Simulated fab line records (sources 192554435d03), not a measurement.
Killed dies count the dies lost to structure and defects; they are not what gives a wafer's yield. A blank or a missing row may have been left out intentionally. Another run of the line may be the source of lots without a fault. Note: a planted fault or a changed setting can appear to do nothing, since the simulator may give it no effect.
Chamber matching    flow n5_finfet    N5_BEOL_M11_STRIP_19 on rie_diel-03 has 4 sister chambers
The step strips in O2. 4 wafers are shown with their chamber, then 8 later ones without.

== EACH WAFER AND ITS CHAMBER ==
wafer   chamber  showerhead_plenum_p_Torr (Torr)
L086.5  3        2.23
L086.6  2        2.06
L090.4  1        2.18
L094.1  0        1.99

== WAFERS WITHOUT THEIR CHAMBER ==
wafer   showerhead_plenum_p_Torr (Torr)
L094.3  2.22
L094.4  2.06
L097.1  1.99
L097.2  2.06
L097.3  2.22
L097.4  2.18
L097.5  2.18
L097.6  2.06

== WHICH CHAMBER EACH WENT THROUGH ==
wafer   from the rows above  in truth
L094.3  3                    3
L094.4  2                    2
L097.1  0                    0
L097.2  2                    2
L097.3  3                    3
L097.4  1                    1
L097.5  1                    1
L097.6  2                    2
Placed correctly: 8 of 8. Not placeable from these rows: 0. 0 placed wrongly.
How it was worked out, from the rows above alone: a wafer's distance from a chamber is the root of the sum, over the readings, of the square of ((its reading less the chamber's mean) divided by the reading's scatter). The wafer belongs to the nearest chamber; if the next one is less than 2 further off, it can't be placed. For every chamber, the mean is computed from those of its wafers that are shown. The scatter (one wafer shown for each chamber): square how far every hidden wafer sits from the nearest shown wafer, average those squares and take the square root.
